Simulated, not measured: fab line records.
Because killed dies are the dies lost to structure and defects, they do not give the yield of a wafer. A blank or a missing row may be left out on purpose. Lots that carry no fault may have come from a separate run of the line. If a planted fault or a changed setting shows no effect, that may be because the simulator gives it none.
fab line records + flow n5-finfet
[record]
- lots = 10
- wafers = 27
- last-day = 18
route steps=1938 shown BEOL_M0@734 BEOL_M1@751 BEOL_M4@1111 PASSIVATION@1936
lots with no fault: from the same line, run without faults
start-h: hours from the record's opening day to when the first of the lot's shown wafers began + wait-h: hours from the lot's prior step to this one + " same as the row above + L1.1+2: a row that stands for several wafers + - no value present, or no start provided + * or withheld: withheld + < > ~ a bound
route shown NAME@n: a module of which the file shows steps, and the number in the route of the first + usual: mean and standard deviation over wafers with no fault + same: alike in all rows + chamber/n: place in a boat + sites: readings site by site + _std_site: standard deviation of those values + _edge_site: inner sites' mean taken away from outer sites' mean + radius-mm: how far each site lies from the wafer's centre + mask NAME#n: copy n + behind: the most recent tool/chamber to have shaped the wafer + hold: why the lot was held/for how many hours/how that ended + device: which transistor (n, p or np) failed to switch + end of line: at the end of the route, the tests of the same wafers + a step with no rows: only its recipe + killed: the dies lost at the first sort to structure and to defects; this is not the yield of the wafer + map: the dies of a wafer, with x for killed, . for not killed, _ for no die there
set.NAME: the setting the step ran with; set.NAME@STEP: the setting that earlier step ran with + model.NAME: the simulator's own value behind a step, which no gauge read
a sample of lots followed through the steps of the route, with each step as a table and each wafer as a row
services: a tool's chamber out of use, with start hour (start-h, from the record's first day; less than 0 if before it), hours out, and reason
[[steps]]
[step N5_BEOL_M0_SPUTTER_116]
[recipe]
- material = Cu
- target-thk-a = 40
- temp-c = -20
- chamber-pressure-pa = 0.07
- power-w = withheld
- time-s = 7.37
[usual]
- chuck-gas-flow-sccm = 1.27/0.056
- throttle-valve-pct = 29.7/1
[same]
- time-s = 7.37
| lot.wafer | tool           | chamber | start-h | wait-h | chuck-gas-flow-sccm | throttle-valve-pct |
|-----------|----------------|---------|---------|--------|---------------------|--------------------|
| L839.1    | pvd-sputter-03 | -       | 136.52  | 0.2    | 1.35                | 28.8               |
| L839.2    | "              | -       | "       | "      | 1.24                | 29.5               |
| L839.3    | "              | -       | "       | "      | 1.28                | 30.5               |
| L841.1    | pvd-sputter-02 | -       | 148.66  | 1.5    | 1.27                | 29.1               |
| L841.3    | "              | -       | "       | "      | 1.22                | 29.6               |
| L841.5    | "              | -       | "       | "      | 1.24                | 29.4               |
| L842.4    | pvd-sputter-01 | -       | 153.70  | 0.1    | 1.27                | 32.3               |
| L842.5    | "              | -       | "       | "      | 1.45                | 30.3               |
| L842.6    | "              | -       | "       | "      | 1.31                | 32.3               |
| L849.1    | pvd-sputter-01 | -       | 197.92  | 1.8    | 1.32                | 29.0               |
| L849.2    | "              | -       | "       | "      | 1.24                | 29.7               |
| L849.5    | "              | -       | "       | "      | 1.24                | 31.8               |
| L848.2    | pvd-sputter-02 | -       | 198.05  | 1.8    | 1.28                | 29.2               |
| L848.3    | "              | -       | "       | "      | 1.31                | 29.5               |
| L848.6    | "              | -       | "       | "      | 1.27                | 29.0               |
| L850.1    | pvd-sputter-01 | -       | 204.74  | 0.1    | 1.33                | 29.0               |
| L850.6    | "              | -       | "       | "      | 1.30                | 30.1               |
| L851.1    | pvd-sputter-03 | -       | 209.51  | 0.1    | 1.29                | 29.1               |
| L851.6    | "              | -       | "       | "      | 1.37                | 30.3               |
| L854.2    | pvd-sputter-01 | -       | 224.70  | 0.1    | 1.19                | 30.8               |
| L854.6    | "              | -       | "       | "      | 1.30                | 32.2               |
| L858.3    | pvd-sputter-03 | -       | 249.41  | 0.2    | 1.30                | 29.5               |
| L858.4    | "              | -       | "       | "      | 1.16                | 30.4               |
| L858.5    | "              | -       | "       | "      | 1.26                | 29.3               |
| L857.3    | pvd-sputter-03 | -       | 249.85  | 0.1    | 1.26                | 29.3               |
| L857.5    | "              | -       | "       | "      | 1.25                | 30.3               |
| L857.6    | "              | -       | "       | "      | 1.24                | 30.5               |
[step N5_BEOL_M0_ANNEAL_117]
[recipe]
- temp-c = 400
- time-s = 60
- ambient = vacuum
[usual]
- heater-power-w = 796/68
[same]
- time-s = 60
| lot.wafer | tool           | chamber | start-h | wait-h | heater-power-w |
|-----------|----------------|---------|---------|--------|----------------|
| L839.1    | pvd-sputter-03 | -       | 136.60  | 0.0    | 765            |
| L839.2    | "              | -       | "       | "      | 682            |
| L839.3    | "              | -       | "       | "      | 740            |
| L841.1    | pvd-sputter-02 | -       | 148.74  | 0.0    | 841            |
| L841.3    | "              | -       | "       | "      | 802            |
| L841.5    | "              | -       | "       | "      | 769            |
| L842.4    | pvd-sputter-01 | -       | 153.78  | 0.0    | 877            |
| L842.5    | "              | -       | "       | "      | 846            |
| L842.6    | "              | -       | "       | "      | 857            |
| L849.1    | pvd-sputter-01 | -       | 198.00  | 0.0    | 871            |
| L849.2    | "              | -       | "       | "      | 861            |
| L849.5    | "              | -       | "       | "      | 887            |
| L848.2    | pvd-sputter-02 | -       | 198.13  | 0.0    | 839            |
| L848.3    | "              | -       | "       | "      | 785            |
| L848.6    | "              | -       | "       | "      | 794            |
| L850.1    | pvd-sputter-01 | -       | 204.82  | 0.0    | 859            |
| L850.6    | "              | -       | "       | "      | 865            |
| L851.1    | pvd-sputter-03 | -       | 209.59  | 0.0    | 744            |
| L851.6    | "              | -       | "       | "      | 752            |
| L854.2    | pvd-sputter-01 | -       | 224.78  | 0.0    | 897            |
| L854.6    | "              | -       | "       | "      | 846            |
| L858.3    | pvd-sputter-03 | -       | 249.49  | 0.0    | 692            |
| L858.4    | "              | -       | "       | "      | 763            |
| L858.5    | "              | -       | "       | "      | 693            |
| L857.3    | pvd-sputter-03 | -       | 249.93  | 0.0    | 749            |
| L857.5    | "              | -       | "       | "      | 758            |
| L857.6    | "              | -       | "       | "      | 748            |
[step N5_BEOL_M0_ANNEAL_119]
[recipe]
- temp-c = 225
- time-s = 90
- ambient = N2
[usual]
- anneal-temp-c-max = 226.3/0.64
- wafer_temp_C_max = 225.62/0.18
[same]
- time-s = 90
| lot.wafer | tool          | chamber | start-h | wait-h | anneal-temp-c-max | wafer_temp_C_max |
|-----------|---------------|---------|---------|--------|-------------------|------------------|
| L839.1    | rtp-anneal-02 | 0       | 137.08  | 0.1    | 225.8             | 225.60           |
| L839.2    | "             | 0       | "       | "      | 226.3             | 225.59           |
| L839.3    | "             | 0       | "       | "      | 225.6             | 225.92           |
| L841.1    | rtp-anneal-02 | 0       | 149.21  | 0.1    | 226.3             | 225.48           |
| L841.3    | "             | 0       | "       | "      | 226.1             | 225.51           |
| L841.5    | "             | 0       | "       | "      | 225.9             | 225.90           |
| L842.4    | rtp-anneal-01 | 0       | 154.65  | 0.4    | 227.4             | 226.00           |
| L842.5    | "             | 0       | "       | "      | 227.3             | 225.77           |
| L842.6    | "             | 0       | "       | "      | 226.3             | 225.68           |
| L849.1    | rtp-anneal-02 | 0       | 198.47  | 0.1    | 225.8             | 225.47           |
| L849.2    | "             | 0       | "       | "      | 225.8             | 225.65           |
| L849.5    | "             | 0       | "       | "      | 225.8             | 225.69           |
| L848.2    | rtp-anneal-01 | 0       | 198.65  | 0.1    | 226.5             | 225.59           |
| L848.3    | "             | 0       | "       | "      | 226.8             | 225.66           |
| L848.6    | "             | 0       | "       | "      | 226.8             | 225.43           |
| L850.1    | rtp-anneal-02 | 0       | 205.95  | 0.7    | 225.7             | 225.64           |
| L850.6    | "             | 0       | "       | "      | 225.5             | 225.73           |
| L851.1    | rtp-anneal-02 | 0       | 210.24  | 0.2    | 225.8             | 226.03           |
| L851.6    | "             | 0       | "       | "      | 225.6             | 225.41           |
| L854.2    | rtp-anneal-01 | 0       | 225.30  | 0.1    | 227.0             | 225.77           |
| L854.6    | "             | 0       | "       | "      | 226.4             | 225.55           |
| L858.3    | rtp-anneal-02 | 0       | 250.21  | 0.3    | 225.9             | 225.67           |
| L858.4    | "             | 0       | "       | "      | 225.7             | 225.45           |
| L858.5    | "             | 0       | "       | "      | 225.8             | 225.80           |
| L857.3    | rtp-anneal-02 | 0       | 250.50  | 0.1    | 225.5             | 225.50           |
| L857.5    | "             | 0       | "       | "      | 225.8             | 225.92           |
| L857.6    | "             | 0       | "       | "      | 225.8             | 225.82           |
[step N5_BEOL_M1_ILD_DEP_00]
[recipe]
- material = SiOC
- target-thk-a = 790
- temp-c = 350
- precursor = DEMS/O2
- pressure-torr = 5
- rf-w = 500
- time-s = 15.3
[usual]
- heater-power-w = 471/84
- rf-fwd-power-W = 494.2/1.6
- showerhead-plenum-p-Torr = 5.691/0.0095
- throttle-valve-pct = 11.8/0.59
| lot.wafer | tool     | chamber | start-h | wait-h | heater-power-w | rf-fwd-power-W | showerhead-plenum-p-Torr | throttle-valve-pct |
|-----------|----------|---------|---------|--------|----------------|----------------|--------------------------|--------------------|
| L839.1    | pecvd-02 | 1       | 137.99  | 0.0    | 375            | 494.2          | 5.699                    | 12.4               |
| L839.2    | "        | 0       | "       | "      | 417            | 495.0          | 5.674                    | 11.5               |
| L839.3    | "        | 2       | "       | "      | 475            | 495.8          | 5.701                    | 11.0               |
| L841.1    | pecvd-01 | 2       | 150.13  | 0.0    | 682            | 497.3          | 5.679                    | 11.1               |
| L841.3    | "        | 0       | "       | "      | 568            | 494.9          | 5.713                    | 12.3               |
| L841.5    | "        | 2       | "       | "      | 674            | 495.6          | 5.666                    | 11.4               |
| L842.4    | pecvd-02 | 0       | 155.46  | 0.1    | 432            | 494.7          | 5.683                    | 11.8               |
| L842.5    | "        | 2       | "       | "      | 472            | 497.5          | 5.694                    | 10.9               |
| L842.6    | "        | 1       | "       | "      | 406            | 495.3          | 5.689                    | 12.6               |
| L849.1    | pecvd-02 | 2       | 199.44  | 0.0    | 468            | 494.8          | 5.684                    | 10.9               |
| L849.2    | "        | 1       | "       | "      | 410            | 492.8          | 5.689                    | 12.7               |
| L849.5    | "        | 1       | "       | "      | 423            | 492.5          | 5.693                    | 12.5               |
| L848.2    | pecvd-04 | 1       | 199.52  | 0.0    | 367            | 491.3          | 5.686                    | 11.8               |
| L848.3    | "        | 2       | "       | "      | 441            | 494.9          | 5.678                    | 12.3               |
| L848.6    | "        | 1       | "       | "      | 368            | 493.4          | 5.691                    | 11.9               |
| L850.1    | pecvd-02 | 2       | 206.87  | 0.0    | 487            | 494.1          | 5.709                    | 11.0               |
| L850.6    | "        | 0       | "       | "      | 458            | 493.8          | 5.685                    | 11.8               |
| L851.1    | pecvd-02 | 2       | 211.17  | 0.0    | 469            | 494.4          | 5.703                    | 11.3               |
| L851.6    | "        | 1       | "       | "      | 433            | 495.6          | 5.690                    | 12.6               |
| L854.2    | pecvd-04 | 1       | 226.17  | 0.0    | 313            | 492.0          | 5.684                    | 12.0               |
| L854.6    | "        | 1       | "       | "      | 327            | 492.0          | 5.699                    | 11.7               |
| L858.3    | pecvd-04 | 2       | 251.05  | 0.0    | 448            | 495.8          | 5.712                    | 11.1               |
| L858.4    | "        | 0       | "       | "      | 486            | 494.8          | 5.684                    | 12.0               |
| L858.5    | "        | 2       | "       | "      | 453            | 494.3          | 5.684                    | 11.1               |
| L857.3    | pecvd-04 | 0       | 251.32  | 0.0    | 509            | 492.8          | 5.687                    | 12.2               |
| L857.5    | "        | 1       | "       | "      | 374            | 491.9          | 5.680                    | 12.0               |
| L857.6    | "        | 0       | "       | "      | 492            | 494.1          | 5.688                    | 12.4               |
[step N5_BEOL_M1_THK_MEAS_01]
[recipe]
- reads = SiOC_of_BEOL_M1_ILD_DEP_00
[usual]
- M1_ILD_THK = 79.1/1
| lot.wafer | tool          | chamber | start-h | wait-h | M1_ILD_THK[nm] |
|-----------|---------------|---------|---------|--------|----------------|
| L839.1    | film-metro-02 | -       | 138.06  | 0.0    | 78.4           |
| L839.2    | "             | -       | "       | "      | 77.6           |
| L839.3    | "             | -       | "       | "      | 77.9           |
| L841.1    | film-metro-01 | -       | 150.20  | 0.0    | 76.8           |
| L841.3    | "             | -       | "       | "      | 78.4           |
| L841.5    | "             | -       | "       | "      | 78.5           |
| L842.4    | film-metro-02 | -       | 155.51  | 0.0    | 78.1           |
| L842.5    | "             | -       | "       | "      | 79.0           |
| L842.6    | "             | -       | "       | "      | 78.5           |
| L849.1    | film-metro-01 | -       | 199.53  | 0.1    | 88.4           |
| L849.2    | "             | -       | "       | "      | 79.1           |
| L849.5    | "             | -       | "       | "      | 80.4           |
| L848.2    | film-metro-02 | -       | 199.59  | 0.1    | 78.6           |
| L848.3    | "             | -       | "       | "      | 77.3           |
| L848.6    | "             | -       | "       | "      | 80.2           |
| L850.1    | film-metro-02 | -       | 206.93  | 0.0    | 88.0           |
| L850.6    | "             | -       | "       | "      | 79.3           |
| L851.1    | film-metro-01 | -       | 211.24  | 0.0    | 87.3           |
| L851.6    | "             | -       | "       | "      | 79.9           |
| L854.2    | film-metro-01 | -       | 226.25  | 0.1    | 79.4           |
| L854.6    | "             | -       | "       | "      | 80.8           |
| L858.3    | film-metro-02 | -       | 251.12  | 0.1    | 79.1           |
| L858.4    | "             | -       | "       | "      | 81.5           |
| L858.5    | "             | -       | "       | "      | 82.1           |
| L857.3    | film-metro-02 | -       | 251.39  | 0.1    | 80.6           |
| L857.5    | "             | -       | "       | "      | 80.5           |
| L857.6    | "             | -       | "       | "      | 82.2           |
[step N5_BEOL_M4_RC_MEAS_101]
[usual]
- DIBL_N = 36.9/1.7
- DIBL_P = 37.3/2.3
- IOFF_N = 0.16/0.033
- IOFF_P = 0.22/0.04
- ION_N = 673/12
- ION_P = 463/8
- SS_N = 71.6/0.58
- SS_P = 73.4/0.74
- VT_N = 250/3.2
- VT_P = -250/3.4
| lot.wafer | tool      | chamber | start-h | wait-h | DIBL_N[mV/V] | DIBL_P[mV/V] | IOFF_N[nA/um] | IOFF_P[nA/um] | ION_N[uA/um] | ION_P[uA/um] | SS_N[mV/dec] | SS_P[mV/dec] | VT_N[mV] | VT_P[mV] |
|-----------|-----------|---------|---------|--------|--------------|--------------|---------------|---------------|--------------|--------------|--------------|--------------|----------|----------|
| L839.1    | prober-02 | 0       | 186.13  | 0.0    | 37.3         | 38.3         | 0.18          | 0.23          | 676          | 460          | 72.1         | 73.7         | 249      | -249     |
| L839.2    | "         | 0       | "       | "      | 36.1         | 37.8         | 0.16          | 0.22          | 668          | 464          | 71.6         | 72.9         | 252      | -250     |
| L839.3    | "         | 0       | "       | "      | 36.7         | 38.3         | 0.18          | 0.24          | 684          | 475          | 72.0         | 72.8         | 247      | -249     |
| L841.1    | prober-01 | 0       | 199.07  | 0.0    | 36.9         | 36.3         | 0.17          | 0.20          | 665          | 451          | 71.1         | 73.1         | 251      | -252     |
| L841.3    | "         | 0       | "       | "      | 34.3         | 33.5         | 0.14          | 0.17          | 684          | 461          | 70.8         | 73.1         | 250      | -257     |
| L841.5    | "         | 0       | "       | "      | 35.0         | 33.1         | 0.13          | 0.16          | 660          | 446          | 71.4         | 72.3         | 253      | -257     |
| L842.4    | prober-02 | 0       | 205.12  | 0.5    | 36.4         | 38.5         | 0.17          | 0.25          | 664          | 460          | 72.0         | 73.9         | 248      | -251     |
| L842.5    | "         | 0       | "       | "      | 37.5         | 39.4         | 0.19          | 0.26          | 675          | 465          | 71.8         | 73.2         | 248      | -251     |
| L842.6    | "         | 0       | "       | "      | 35.8         | 37.3         | 0.16          | 0.23          | 666          | 461          | 71.3         | 73.3         | 248      | -249     |
| L849.1    | prober-01 | 0       | 254.55  | 0.0    | 38.1         | 38.6         | 0.20          | 0.26          | 680          | 467          | 71.4         | 74.6         | 246      | -248     |
| L849.2    | "         | 0       | "       | "      | 38.3         | 38.1         | 0.19          | 0.25          | 689          | 469          | 71.6         | 73.7         | 245      | -248     |
| L849.5    | "         | 0       | "       | "      | 38.3         | 37.8         | 0.18          | 0.24          | 686          | 465          | 72.5         | 73.2         | 245      | -248     |
| L850.1    | prober-02 | 0       | 254.92  | 0.0    | 38.1         | 37.7         | 0.17          | 0.26          | 676          | 469          | 71.7         | 73.6         | 250      | -247     |
| L850.6    | "         | 0       | "       | "      | 36.9         | 36.9         | 0.17          | 0.24          | 699          | 477          | 71.6         | 73.4         | 249      | -249     |
| L848.2    | prober-01 | 0       | 256.41  | 0.2    | 36.9         | 36.1         | 0.15          | 0.25          | 664          | 464          | 70.8         | 72.6         | 251      | -243     |
| L848.3    | "         | 0       | "       | "      | 37.1         | 36.9         | 0.15          | 0.26          | 666          | 464          | 71.7         | 73.8         | 252      | -248     |
| L848.6    | "         | 0       | "       | "      | 37.4         | 37.8         | 0.17          | 0.28          | 686          | 474          | 71.7         | 72.7         | 249      | -243     |
| L851.1    | prober-01 | 0       | 261.93  | 0.0    | 35.4         | 36.1         | 0.14          | 0.18          | 682          | 468          | 71.1         | 73.3         | 252      | -256     |
| L851.6    | "         | 0       | "       | "      | 35.7         | 36.9         | 0.13          | 0.20          | 669          | 462          | 71.7         | 73.1         | 251      | -252     |
| L854.2    | prober-01 | 0       | 271.95  | 0.2    | 36.9         | 35.1         | 0.13          | 0.20          | 654          | 456          | 71.3         | 73.8         | 256      | -252     |
| L854.6    | "         | 0       | "       | "      | 35.7         | 34.5         | 0.13          | 0.19          | 661          | 453          | 71.7         | 73.3         | 252      | -251     |
| L858.3    | prober-02 | 0       | 307.75  | 0.3    | 38.6         | 39.3         | 0.18          | 0.24          | 673          | 459          | 71.7         | 73.9         | 252      | -252     |
| L858.4    | "         | 0       | "       | "      | 39.3         | 39.4         | 0.18          | 0.23          | 669          | 459          | 72.6         | 74.4         | 251      | -253     |
| L858.5    | "         | 0       | "       | "      | 37.7         | 38.0         | 0.14          | 0.21          | 661          | 453          | 72.0         | 73.8         | 255      | -255     |
| L857.3    | prober-01 | 0       | 308.31  | 0.3    | 34.2         | 36.0         | 0.12          | 0.19          | 669          | 467          | 71.6         | 72.4         | 256      | -254     |
| L857.5    | "         | 0       | "       | "      | 39.0         | 41.1         | 0.20          | 0.27          | 677          | 465          | 72.0         | 73.9         | 246      | -248     |
| L857.6    | "         | 0       | "       | "      | 36.4         | 37.0         | 0.14          | 0.21          | 667          | 464          | 71.3         | 73.9         | 254      | -248     |
[step N5_PASSIVATION_PROBE_49]
[usual]
- defect-limited-yield = 91.2/1.3
- killed_at_M0_to_M3 = 34/10
- killed_at_M4_up = 13/4.6
- killed-at-contacts = 13/5.5
- killed-at-front-end = 41/12
- killed-at-other = 2.8/2.4
- killed-dies = 104/16
- killed-on-rim = 14/4.2
- killed-open = 67/12
- killed-short = 33/7.2
- sort_bin_5_function = 5.1/0.86
- sort_bin_6_memory = 3.3/0.62
- sort_bin_8_speed = 0.00/0.014
- sort-n-pass = 1076/16
[same]
- gross-dies = 1180
- killed-at-back-side = 0
- sort_bin_4_leakage[%] = 0
| lot.wafer | tool      | chamber | start-h | wait-h | defect-limited-yield[%] | killed_at_M0_to_M3 | killed_at_M4_up | killed-at-contacts | killed-at-front-end | killed-at-other | killed-dies | killed-on-rim | killed-open | killed-short | sort_bin_5_function[%] | sort_bin_6_memory[%] | sort_bin_8_speed[%] | sort-n-pass |
|-----------|-----------|---------|---------|--------|-------------------------|--------------------|-----------------|--------------------|---------------------|-----------------|-------------|---------------|-------------|--------------|------------------------|----------------------|---------------------|-------------|
| L841.1    | prober-02 | -       | 317.39  | 0.0    | 91.9                    | 33                 | 17              | 11                 | 31                  | 3               | 95          | 15            | 55          | 30           | 5.0                    | 2.6                  | 0                   | 1085        |
| L841.3    | prober-02 | -       | 317.49  | 0.1    | 89.3                    | 49                 | 8               | 19                 | 45                  | 5               | 126         | 20            | 81          | 39           | 6.5                    | 4.0                  | 0                   | 1054        |
| L841.5    | prober-02 | -       | 317.59  | 0.2    | 91.9                    | 27                 | 18              | 9                  | 32                  | 10              | 96          | 11            | 70          | 22           | 5.1                    | 2.6                  | 0                   | 1084        |
| L848.2    | prober-02 | -       | 364.58  | 0.1    | 90.5                    | 38                 | 10              | 6                  | 56                  | 2               | 112         | 10            | 69          | 41           | 5.6                    | 3.4                  | 0                   | 1068        |
| L848.3    | prober-02 | -       | 364.63  | 0.1    | 89.2                    | 68                 | 5               | 14                 | 36                  | 4               | 127         | 14            | 76          | 47           | 6.2                    | 3.9                  | 0                   | 1053        |
| L848.6    | prober-02 | -       | 364.78  | 0.3    | 90.4                    | 36                 | 10              | 20                 | 45                  | 2               | 113         | 16            | 73          | 36           | 6.2                    | 3.0                  | 0                   | 1067        |
| L854.2    | prober-02 | -       | 368.49  | 0.1    | 90.3                    | 45                 | 6               | 11                 | 51                  | 2               | 115         | 15            | 63          | 41           | 6.0                    | 3.4                  | 0                   | 1065        |
| L854.6    | prober-02 | -       | 368.69  | 0.3    | 89.9                    | 46                 | 18              | 10                 | 38                  | 7               | 119         | 15            | 72          | 39           | 5.9                    | 3.8                  | 0                   | 1061        |
| L851.1    | prober-01 | -       | 369.72  | 0.0    | 89.9                    | 42                 | 13              | 16                 | 44                  | 4               | 119         | 16            | 88          | 27           | 5.5                    | 4.3                  | 0                   | 1061        |
| L851.6    | prober-01 | -       | 369.97  | 0.3    | 90.8                    | 47                 | 4               | 13                 | 41                  | 4               | 109         | 14            | 76          | 27           | 5.4                    | 3.4                  | 0                   | 1071        |
| L857.3    | prober-02 | -       | 402.21  | 0.1    | 90.8                    | 28                 | 5               | 9                  | 64                  | 3               | 109         | 17            | 70          | 33           | 5.2                    | 3.3                  | 0                   | 1071        |
| L857.5    | prober-02 | -       | 402.31  | 0.2    | 87.9                    | 36                 | 19              | 26                 | 59                  | 3               | 143         | 20            | 94          | 39           | 7.3                    | 3.9                  | 0                   | 1037        |
| L857.6    | prober-02 | -       | 402.36  | 0.3    | 89.7                    | 39                 | 10              | 10                 | 56                  | 6               | 121         | 20            | 71          | 47           | 5.0                    | 4.7                  | 0                   | 1059        |
| L858.3    | prober-02 | -       | 419.94  | 0.1    | 90.4                    | 39                 | 10              | 10                 | 48                  | 6               | 113         | 10            | 83          | 25           | 5.4                    | 4.1                  | 0                   | 1067        |
| L858.4    | prober-02 | -       | 419.99  | 0.2    | 91.6                    | 28                 | 15              | 8                  | 47                  | 1               | 99          | 14            | 64          | 31           | 4.7                    | 3.2                  | 0                   | 1081        |
| L858.5    | prober-02 | -       | 420.04  | 0.2    | 90.6                    | 40                 | 17              | 17                 | 29                  | 8               | 111         | 17            | 76          | 30           | 5.3                    | 4.0                  | 0                   | 1069        |
// killed by level:class
L841.1 MOL_CONTACT_COAG:geometric-particle:open=10 BEOL_M4:geometric-particle:open=9 FIN_SAQP:geometric-particle:short=7 BEOL_M2:geometric-particle:open=7 BEOL_M0_SAQP:geometric-particle:short=6 FIN_SAQP:geometric-particle:open=5 BEOL_M3:geometric-particle:open=5 BEOL_M3:geometric-particle:short=4
L841.3 MOL_CONTACT_COAG:geometric-particle:open=14 BEOL_M3:geometric-particle:open=13 BEOL_M0_SAQP:geometric-particle:short=11 FIN_SAQP:geometric-particle:open=10 BEOL_M0_SAQP:geometric-particle:open=9 BEOL_M2:geometric-particle:open=7 BEOL_M1:geometric-particle:open=6 STARTING-WAFER:geometric-particle:short=6
L841.5 MOL_CONTACT_COAG:geometric-particle:open=8 BEOL_M0_SAQP:geometric-particle:open=8 DUMMY_GATE:geometric-particle:open=7 BEOL_M3:geometric-particle:open=7 BEOL_M5:geometric-particle:open=7 GATE_CUT:geometric-particle:short=6 FIN_SAQP:geometric-particle:short=5 BEOL_M1:geometric-particle:open=5
L848.2 STI_FIN_REVEAL:geometric-particle:open=13 GATE_CUT:geometric-particle:short=10 BEOL_M2:geometric-particle:open=9 FIN_SAQP:geometric-particle:short=8 BEOL_M3:geometric-particle:open=8 BEOL_M0_SAQP:geometric-particle:open=7 GATE_CUT:geometric-particle:open=6 BEOL_M1:geometric-particle:open=5
L848.3 BEOL_M0_SAQP:geometric-particle:short=16 BEOL_M3:geometric-particle:open=15 MOL_CONTACT_COAG:geometric-particle:open=14 BEOL_M1:geometric-particle:open=13 BEOL_M0_SAQP:geometric-particle:open=12 GATE_CUT:geometric-particle:short=10 BEOL_M1:geometric-particle:short=6 FIN_SAQP:geometric-particle:open=4
L848.6 MOL_CONTACT_COAG:geometric-particle:open=19 BEOL_M3:geometric-particle:open=12 BEOL_M0_SAQP:geometric-particle:short=9 STI_FIN_REVEAL:geometric-particle:open=7 GATE_CUT:geometric-particle:open=7 GATE_CUT:geometric-particle:short=7 BEOL_M0_SAQP:geometric-particle:open=6 FIN_SAQP:geometric-particle:short=5
L854.2 BEOL_M0_SAQP:geometric-particle:open=13 BEOL_M0_SAQP:geometric-particle:short=11 MOL_CONTACT_COAG:geometric-particle:open=10 STI_FIN_REVEAL:geometric-particle:open=8 FIN_SAQP:geometric-particle:short=7 BEOL_M1:geometric-particle:open=7 GATE_CUT:geometric-particle:short=6 STARTING-WAFER:geometric-particle:open=5
L854.6 BEOL_M0_SAQP:geometric-particle:open=12 BEOL_M0_SAQP:geometric-particle:short=9 STI_FIN_REVEAL:geometric-particle:open=8 BEOL_M1:geometric-particle:open=7 BEOL_M4:geometric-particle:open=7 DUMMY_GATE:geometric-particle:open=6 MOL_CONTACT_COAG:geometric-particle:open=6 BEOL_M2:geometric-particle:open=5
L851.1 FIN_SAQP:geometric-particle:open=15 MOL_CONTACT_COAG:geometric-particle:open=12 BEOL_M0_SAQP:geometric-particle:open=11 BEOL_M2:geometric-particle:open=11 BEOL_M0_SAQP:geometric-particle:short=10 BEOL_M1:geometric-particle:open=8 BEOL_M5:geometric-particle:open=8 DUMMY_GATE:geometric-particle:open=7
L851.6 BEOL_M0_SAQP:geometric-particle:open=15 BEOL_M2:geometric-particle:open=15 FIN_SAQP:geometric-particle:short=8 FIN_SAQP:geometric-particle:open=8 MOL_CONTACT_COAG:geometric-particle:open=8 BEOL_M0_SAQP:geometric-particle:short=6 STARTING-WAFER:geometric-particle:open=6 GATE_CUT:geometric-particle:open=5
L857.3 FIN_SAQP:geometric-particle:open=22 FIN_SAQP:geometric-particle:short=12 STI_FIN_REVEAL:geometric-particle:open=8 MOL_CONTACT_COAG:geometric-particle:open=7 BEOL_M0_SAQP:geometric-particle:open=6 BEOL_M0:geometric-particle:open=5 ILD0:geometric-particle:short=4 BEOL_M0_SAQP:geometric-particle:short=4
L857.5 MOL_CONTACT_COAG:geometric-particle:open=20 FIN_SAQP:geometric-particle:open=19 BEOL_M0_SAQP:geometric-particle:open=12 FIN_SAQP:geometric-particle:short=8 BEOL_M0_SAQP:geometric-particle:short=7 BEOL_M2:geometric-particle:open=7 STARTING-WAFER:geometric-particle:short=7 STI_FIN_REVEAL:geometric-particle:open=5
L857.6 FIN_SAQP:geometric-particle:short=20 FIN_SAQP:geometric-particle:open=16 BEOL_M0_SAQP:geometric-particle:short=11 BEOL_M0_SAQP:geometric-particle:open=9 STI_FIN_REVEAL:geometric-particle:open=8 MOL_CONTACT_COAG:geometric-particle:open=8 BEOL_M2:geometric-particle:open=6 ILD0:geometric-particle:open=4
L858.3 STI_FIN_REVEAL:geometric-particle:open=18 FIN_SAQP:geometric-particle:open=9 MOL_CONTACT_COAG:geometric-particle:open=7 BEOL_M0_SAQP:geometric-particle:open=7 BEOL_M3:geometric-particle:open=6 BEOL_M0:geometric-particle:open=5 GATE_CUT:geometric-particle:open=5 BEOL_M0_SAQP:geometric-particle:short=5
L858.4 FIN_SAQP:geometric-particle:open=16 FIN_SAQP:geometric-particle:short=9 BEOL_M1:geometric-particle:open=8 BEOL_M0_SAQP:geometric-particle:open=7 MOL_CONTACT_COAG:geometric-particle:open=4 MOL_CONTACT_COAG:geometric-particle:short=4 BEOL_M0_SAQP:geometric-particle:short=4 BEOL_M4:geometric-particle:open=4
L858.5 MOL_CONTACT_COAG:geometric-particle:open=14 STI_FIN_REVEAL:geometric-particle:open=8 BEOL_M0_SAQP:geometric-particle:short=7 BEOL_M0_SAQP:geometric-particle:open=7 BEOL_M1:geometric-particle:open=7 FIN_SAQP:geometric-particle:short=5 BEOL_M3:geometric-particle:open=5 BEOL_M4:geometric-particle:open=5
[[services]]
| tool           | chamber | start-h | hours | kind                          |
|----------------|---------|---------|-------|-------------------------------|
| pecvd-04       | -       | 133.78  | 1.2   | repair                        |
| pvd-sputter-03 | -       | 157.71  | 0.7   | repair                        |
| pecvd-01       | 1       | 166.73  | 5.5   | scheduled-down                |
| pecvd-01       | 2       | 187.26  | 6.8   | repair                        |
| pecvd-02       | 2       | 192.60  | 5.5   | scheduled-down                |
| pecvd-02       | 0       | 198.06  | 2.1   | scheduled-down                |
| pecvd-04       | 2       | 202.38  | -     | clean                         |
| pecvd-04       | 2       | 202.38  | -     | consumable-replace:showerhead |
| pecvd-04       | 2       | 202.38  | 29.0  | scheduled-down                |
| pecvd-04       | 2       | 202.38  | 29.0  | vent-cycle                    |
[[key]]
[first-sign]
- step = N5_BEOL_M1_THK_MEAS_01
- reading = M1_ILD_THK
- direction = up
- sigmas = 8.5
- usual = 79.1
- struck = 87.9
effect none on later readings
met-at N5_BEOL_M1_ILD_DEP_00
struck-lots L849,L850,L851
struck-wafers L849.1,L850.1,L851.1
not-acting-at N5_BEOL_M0_SPUTTER_116,N5_BEOL_M0_ANNEAL_117,N5_BEOL_M0_ANNEAL_119
onset-between 155.46 199.44
[fault]
- kind = process-parameter-drift
- tool = pecvd-02
- chamber = -
- onset-h = 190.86
- steps = N5_BEOL_M1_ILD_DEP_00
- channel = time-s
- offset = *
- shape = step
- end-h = 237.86
- scope = struck-wafers-only
- acts-in = *
- stated = *
